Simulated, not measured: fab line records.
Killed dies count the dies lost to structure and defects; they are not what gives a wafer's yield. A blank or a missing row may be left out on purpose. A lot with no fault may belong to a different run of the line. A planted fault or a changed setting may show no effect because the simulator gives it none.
fab line records    flow nand-harc
record lots=5  wafers=15  last-day=30
route steps=1302 shown P_CONTACT@249 P_M0@253
lots with no fault: from the same line, run without faults
start-h: hours from the record's first day to the start of the lot's first wafer shown    wait-h: time in hours since the lot's previous step    " as in the row above    L1.1+2: a row that stands for several wafers    - no value present, or no start provided    * or withheld: withheld    < > ~ a bound
route shown NAME@n: NAME is a module with steps in the file, n the number in the route of the first one    usual: the fault-free wafers' mean and standard deviation    same: alike in all rows    chamber/n: place in a boat    sites: readings site by site    _std_site: standard deviation across them    _edge_site: mean of outer sites minus mean of inner sites    radius-mm: how far each site lies from the wafer's centre    mask NAME#n: copy n    behind: the most recent tool/chamber to have shaped the wafer    hold: cause of the lot's hold/its duration in hours/its outcome    device: whichever transistor did not switch (one of n, p or np)    end of line: at the end of the route, the tests of the same wafers    where a step has no rows: the recipe by itself    killed: at the first sort, the dies lost to defects and structure; wafer yield is something else    map: per-die view of a wafer (x killed, . not killed, _ where there is no die)
set.NAME: the run value of the setting; set.NAME@STEP: its run value at that earlier step    model.NAME: the simulator's own value behind a step, which no gauge read
lots at some steps of the route; a table a step, a row a wafer
services: from which hour (start-h, from the record's first day; less than 0 if before it) a tool's chamber was out of use, for how many hours, and why
## steps
# step NHARC_P_CONTACT_CMP_24
# recipe t-overpolish-s=30  target-thk-nm=200
# usual motor-current-A=11.8/1.1  overpolish-run-s=30.001/0.0095  slurry-flow-ml-min=150.0/0.5  time-to-endpoint-s=39.7/2.7
lot.wafer  tool    chamber  start-h  wait-h  motor-current-A  overpolish-run-s  slurry-flow-ml-min  time-to-endpoint-s
L277.4     cmp-02  2        125.54   0.4     11.7             30.021            149.8               42.8
L277.2     "       1        "        "       13.1             30.011            150.0               37.3
L277.5     "       2        "        "       12.4             29.988            149.7               42.3
L278.3     cmp-01  2        132.00   0.4     11.7             29.995            149.8               36.7
L278.4     "       0        "        "       9.9              30.002            150.0               38.0
L278.6     "       1        "        "       10.9             29.994            149.6               37.4
L286.2     cmp-02  1        209.45   0.5     12.4             30.012            149.8               39.2
L286.6     "       3        "        "       10.8             29.987            149.4               35.9
L286.5     "       0        "        "       13.7             30.016            150.2               39.2
L289.2     cmp-04  1        239.12   0.6     13.1             29.996            150.0               39.8
L289.4     "       3        "        "       11.2             29.992            150.1               38.9
L289.3     "       0        "        "       12.6             29.993            149.1               41.1
L293.1     cmp-04  3        288.61   0.5     10.7             29.976            150.5               42.0
L293.6     "       1        "        "       13.0             29.984            149.5               44.2
L293.5     "       2        "        "       10.8             29.993            149.9               48.6
# step NHARC_P_CONTACT_SRD_26
# step NHARC_P_CONTACT_INSPECT_27
# usual raw-defect-count=304/120
lot.wafer  tool               chamber  start-h  wait-h  raw-defect-count
L277.2     defect-inspect-02  -        125.94   0.1     162
L277.4     "                  -        "        "       236
L277.5     "                  -        "        "       306
L278.3     defect-inspect-02  -        132.38   0.1     288
L278.4     "                  -        "        "       274
L278.6     "                  -        "        "       281
L286.2     defect-inspect-01  -        209.80   0.1     145
L286.5     "                  -        "        "       191
L286.6     "                  -        "        "       275
L289.2     defect-inspect-01  -        239.53   0.1     304
L289.3     "                  -        "        "       240
L289.4     "                  -        "        "       257
L293.1     defect-inspect-01  -        288.96   0.1     329
L293.5     "                  -        "        "       512
L293.6     "                  -        "        "       512
# step NHARC_P_M0_DEP_00
# recipe target-thk-a=1500  target-thk-nm=150  temp-c=withheld  pressure-torr=5  flow-sccm=200  rf-w=600  material=SiOC
# step NHARC_P_M0_DEHYDRATE_01
# recipe temp-c=150  time-s=120
# step NHARC_P_M0_HMDS_02
# recipe time-s=30
# step NHARC_P_M0_COAT_33
# recipe temp-c=200  time-s=65
# step NHARC_P_M0_COAT_03
# recipe spin-rpm=1500  resist-thk-nm=90
# step NHARC_P_M0_SOFTBAKE_04
# recipe temp-c=105  time-s=55
# step NHARC_P_M0_EBR_05
# step NHARC_P_M0_EXPOSE_06
# recipe na=1.35  target-cd-nm=90  dose-mj=81.28  mask-id=P_M0
# step NHARC_P_M0_PEB_07
# recipe peb-temp-c=100  peb-time-s=65
# usual chill-plate-temp-C=23.02/0.11  heater-power-total-W=156.6/0.41  plate-temp-C=100.01/0.14
lot.wafer  tool            chamber  start-h  wait-h  chill-plate-temp-C  heater-power-total-W  plate-temp-C
L277.2     litho-track-06  0        126.77   0.1     22.83               156.8                 99.98
L277.4     "               0        "        "       22.83               157.0                 99.89
L277.5     "               0        "        "       22.93               157.1                 99.94
L278.3     litho-track-01  0        133.20   0.0     23.07               156.4                 99.68
L278.4     "               0        "        "       22.91               156.2                 99.70
L278.6     "               0        "        "       22.83               156.3                 99.62
L286.2     litho-track-06  0        210.62   0.1     23.15               156.1                 100.02
L286.5     "               0        "        "       23.06               157.0                 99.89
L286.6     "               0        "        "       22.97               157.1                 99.93
L289.2     litho-track-01  0        240.42   0.1     23.14               156.4                 100.11
L289.3     "               0        "        "       23.05               155.9                 99.85
L289.4     "               0        "        "       23.05               157.1                 99.86
L293.1     litho-track-01  0        289.66   0.1     23.14               155.4                 99.31
L293.5     "               0        "        "       23.22               155.2                 99.24
L293.6     "               0        "        "       22.95               155.5                 99.45
# step NHARC_P_M0_DEVELOP_08
# recipe develop-time-s=35  dev-temp-c=23
# step NHARC_P_M0_CD_MEAS_09
# recipe target-cd-nm=90  landing-energy-ev=500
# usual cd-nm=90.0/0.76
lot.wafer  tool       chamber  start-h  wait-h  cd-nm
L277.2     cd-sem-03  0        126.85   -       90.7
L277.4     "          0        "        "       90.3
L277.5     "          0        "        "       90.5
L278.3     cd-sem-02  0        133.28   -       91.3
L278.4     "          0        "        "       91.2
L278.6     "          0        "        "       90.5
L286.2     cd-sem-01  0        210.70   -       91.1
L286.5     "          0        "        "       90.8
L286.6     "          0        "        "       90.9
L289.2     cd-sem-03  0        240.50   -       90.2
L289.3     "          0        "        "       90.6
L289.4     "          0        "        "       90.3
L293.1     cd-sem-02  0        289.74   -       88.0
L293.5     "          0        "        "       88.1
L293.6     "          0        "        "       88.1
# step NHARC_P_M0_OVL_MEAS_10
# recipe pitch-nm=180
# usual overlay-x-nm=0.1/0.78  overlay-y-nm=-0.1/0.63
lot.wafer  tool        chamber  start-h  wait-h  overlay-x-nm  overlay-y-nm
L277.2     overlay-02  -        126.93   -       0.1           -0.7
L277.4     "           -        "        "       -0.2          -0.5
L277.5     "           -        "        "       -0.2          0.0
L278.3     overlay-01  -        133.37   -       -0.3          0.7
L278.4     "           -        "        "       -0.2          0.0
L278.6     "           -        "        "       -0.6          0.3
L286.2     overlay-02  -        210.79   -       1.0           0.1
L286.5     "           -        "        "       1.4           0.3
L286.6     "           -        "        "       1.2           -0.1
L289.2     overlay-01  -        240.58   -       -0.1          -1.0
L289.3     "           -        "        "       0.2           -0.4
L289.4     "           -        "        "       -0.3          -0.6
L293.1     overlay-01  -        289.82   -       1.3           -0.1
L293.5     "           -        "        "       1.7           -0.4
L293.6     "           -        "        "       1.4           -0.5
# step NHARC_P_M0_INSPECT_11
# usual raw-defect-count=4.7/2.8
lot.wafer  tool               chamber  start-h  wait-h  raw-defect-count
L277.2     defect-inspect-01  -        126.97   0.0     0
L277.4     "                  -        "        "       3
L277.5     "                  -        "        "       2
L278.3     defect-inspect-01  -        133.40   0.0     13
L278.4     "                  -        "        "       13
L278.6     "                  -        "        "       13
L286.2     defect-inspect-01  -        210.83   0.0     7
L286.5     "                  -        "        "       5
L286.6     "                  -        "        "       4
L289.2     defect-inspect-02  -        240.62   0.0     4
L289.3     "                  -        "        "       6
L289.4     "                  -        "        "       4
L293.1     defect-inspect-01  -        289.86   0.0     3
L293.5     "                  -        "        "       4
L293.6     "                  -        "        "       3
# step NHARC_P_M0_DESCUM_14
# recipe time-s=3  o2-flow-sccm=200  ar-flow-sccm=0  bias-power-w=0  chemistry=O2
# usual drypump-motor-current-A=5.6/0.36  oes-product-au=0.997/0.014  rf-vpp-V=57.6/0.9  showerhead-plenum-p-Torr=1.86/0.088  throttle-valve-pct=11.310/0.0095
lot.wafer  tool         chamber  start-h  wait-h  drypump-motor-current-A  oes-product-au  rf-hours-counter-h  rf-vpp-V  showerhead-plenum-p-Torr  throttle-valve-pct  model.P_M0.cd-nm
L277.4     rie-diel-05  2        127.04   0.1     5.1                      0.984           12                  58.1      1.80                      11.309              90.9
L277.2     "            0        "        "       6.0                      1.004           11                  58.3      1.78                      11.307              91.61
L277.5     "            3        "        "       5.4                      0.986           -                   57.3      1.89                      11.299              90.72
L278.4     rie-diel-13  3        133.49   0.1     5.2                      0.982           50                  58.7      2.06                      11.305              90.8
L278.3     "            0        "        "       5.6                      1.012           50                  59.7      1.94                      11.311              90.91
L278.6     "            2        "        "       5.2                      0.981           -                   58.9      2.01                      11.301              90.25
L286.2     rie-diel-05  2        210.91   0.1     5.1                      0.984           25                  57.9      1.80                      11.314              91.95
L286.5     "            3        "        "       5.4                      0.972           -                   58.0      1.88                      11.305              91.36
L286.6     "            0        "        "       6.0                      0.991           -                   57.8      1.78                      11.320              91.53
L289.4     rie-diel-04  2        240.68   0.1     5.6                      0.984           13                  57.2      1.80                      11.304              90.31
L289.2     "            0        "        "       5.7                      1.005           15                  58.4      2.05                      11.310              88.86
L289.3     "            1        "        "       5.4                      0.992           13                  60.0      1.90                      11.307              90.2
L293.1     rie-diel-05  3        289.93   0.1     5.4                      1.009           11                  57.1      1.88                      11.307              87.9
L293.5     "            2        "        "       5.2                      0.991           -                   55.9      1.80                      11.299              89.59
L293.6     "            3        "        "       5.4                      1.004           -                   56.8      1.88                      11.278              87.99
# step NHARC_P_M0_ETCH_34
# recipe target-depth-a=400  overetch-a=120  time-s=43.94  ion-energy-ev=200  n2-flow-sccm=150  h2-flow-sccm=150  ar-flow-sccm=0  rf-w=400  bias-w=150  chemistry=N2/H2
# usual drypump-motor-current-A=5.7/0.37  oes-product-au=1.000/0.014  rf-vpp-V=428.7/2.9  showerhead-plenum-p-Torr=1.98/0.1  throttle-valve-pct=14.171/0.0094
lot.wafer  tool         chamber  start-h  wait-h  drypump-motor-current-A  oes-product-au  rf-hours-counter-h  rf-vpp-V  showerhead-plenum-p-Torr  throttle-valve-pct
L277.2     rie-diel-05  3        127.12   0.1     5.4                      0.989           12                  429.6     2.01                      14.165
L277.4     "            2        "        "       5.1                      0.985           12                  426.9     1.92                      14.181
L277.5     "            0        "        "       6.0                      1.019           -                   426.8     1.89                      14.160
L278.4     rie-diel-13  0        133.57   0.1     5.6                      1.032           50                  431.7     2.06                      14.156
L278.3     "            1        "        "       5.8                      1.004           48                  427.3     1.94                      14.170
L278.6     "            1        "        "       5.8                      1.015           -                   427.1     1.94                      14.152
L286.2     rie-diel-05  0        210.97   0.1     6.0                      0.988           25                  426.5     1.89                      14.157
L286.6     "            0        "        "       6.0                      1.000           -                   425.8     1.89                      14.170
L286.5     "            1        "        "       6.2                      1.000           -                   428.1     1.88                      14.173
L289.2     rie-diel-04  0        240.77   0.1     5.7                      0.997           15                  434.8     2.19                      14.169
L289.4     "            2        "        "       5.6                      0.989           13                  428.1     1.91                      14.179
L289.3     "            3        "        "       6.2                      0.991           15                  428.5     1.96                      14.172
L293.1     rie-diel-05  2        290.02   0.1     5.2                      0.987           8                   426.0     1.91                      14.159
L293.5     "            0        "        "       6.0                      0.978           -                   426.9     1.88                      14.177
L293.6     "            1        "        "       6.2                      1.020           -                   425.6     1.88                      14.189
# step NHARC_P_M0_ETCH_15
# recipe target-depth-a=1500  overetch-a=150  time-s=82.5  c4f8-flow-sccm=withheld  ar-flow-sccm=400  rf-w=600  bias-w=300  chemistry=C4F8/Ar
# usual oes-product-au=0.955/0.021  rf-vpp-V=439/3.1
lot.wafer  tool         chamber  start-h  wait-h  oes-product-au  rf-hours-counter-h  rf-vpp-V  model.P_M0.cd-nm
L277.4     rie-diel-05  1        -        -       0.969           12                  436       90.66
L277.2     "            3        "        "       0.945           12                  441       91.53
L277.5     "            0        "        "       0.981           -                   438       90.43
L278.3     rie-diel-13  3        -        -       0.912           50                  446       91.33
L278.4     "            0        "        "       0.947           50                  440       91.44
L278.6     "            1        "        "       0.943           -                   438       90.46
L286.2     rie-diel-05  2        -        -       0.936           25                  437       91.51
L286.6     "            0        "        "       0.932           -                   437       91.06
L286.5     "            1        "        "       0.934           -                   435       90.64
L289.4     rie-diel-04  2        -        -       0.944           13                  437       90.25
L289.3     "            3        "        "       0.958           15                  440       90.56
L289.2     "            1        "        "       0.958           13                  441       88.65
L293.1     rie-diel-05  1        -        -       0.998           10                  435       87.51
L293.6     "            2        "        "       0.959           -                   439       88.42
L293.5     "            3        "        "       0.971           -                   439       89.34
# step NHARC_P_M0_CD_MEAS_16
# usual cd-nm=90.1/0.95
lot.wafer  tool       chamber  start-h  wait-h  cd-nm
L277.2     cd-sem-01  -        127.34   -       91.6
L277.4     "          -        "        "       90.9
L277.5     "          -        "        "       90.6
L278.3     cd-sem-02  -        133.80   -       91.3
L278.4     "          -        "        "       91.5
L278.6     "          -        "        "       90.7
L286.2     cd-sem-02  -        211.19   -       91.5
L286.5     "          -        "        "       90.7
L286.6     "          -        "        "       90.8
L289.2     cd-sem-03  -        240.98   -       88.4
L289.3     "          -        "        "       90.6
L289.4     "          -        "        "       90.3
L293.1     cd-sem-03  -        290.22   -       87.3
L293.5     "          -        "        "       89.2
L293.6     "          -        "        "       88.4
## services
tool            chamber  start-h  hours  kind
cmp-04          -        111.00   4.0    pm
rie-diel-05     0        111.35   -      clean
rie-diel-05     1        111.35   -      clean
rie-diel-05     2        111.35   -      clean
rie-diel-05     3        111.35   -      clean
cmp-02          -        134.51   4.0    pm
cmp-01          -        139.11   6.0    repair
cmp-02          -        142.66   1.2    repair
rie-diel-05     1        144.79   10.5   repair
litho-track-01  -        155.00   7.0    pm
cmp-02          -        159.98   1.5    repair
rie-diel-13     -        165.16   9.0    pm
rie-diel-04     1        178.82   8.6    repair
litho-track-06  -        179.00   7.0    pm
rie-diel-04     -        180.14   9.0    pm
cmp-01          -        185.61   4.0    pm
rie-diel-05     1        187.70   13.0   repair
cmp-01          -        196.53   0.8    repair
cmp-04          -        209.00   4.0    pm
rie-diel-04     -        227.12   0.1    repair
rie-diel-05     -        230.45   9.0    pm
cmp-02          -        232.51   4.0    pm
cmp-04          -        272.81   0.2    repair
cmp-01          -        283.61   4.0    pm
## key
first-sign step=NHARC_P_M0_PEB_07  reading=plate-temp-C  direction=down  sigmas=4.9  usual=*  struck=*
effect step=NHARC_P_M0_PEB_07  reading=heater-power-total-W  direction=down  sigmas=3  usual=*  struck=*
effect step=NHARC_P_M0_CD_MEAS_09  reading=cd-nm  direction=down  sigmas=2.6  usual=90.0  struck=88.1
model-effect step=NHARC_P_M0_DESCUM_14  value=P_M0.cd-nm  without=90.43  struck=88.49
model-effect step=NHARC_P_M0_ETCH_15  value=P_M0.cd-nm  without=90.36  struck=88.42
met-at NHARC_P_M0_PEB_07
struck-wafers L293.1,L293.5,L293.6
onset-between 240.42 289.66
fault kind=process-parameter-drift  tool=litho-track-01  chamber=-  onset-h=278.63  steps=NHARC_P_M0_PEB_07  channel=peb-temp-c  offset=*  shape=step  end-h=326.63  acts-in=*  stated=*
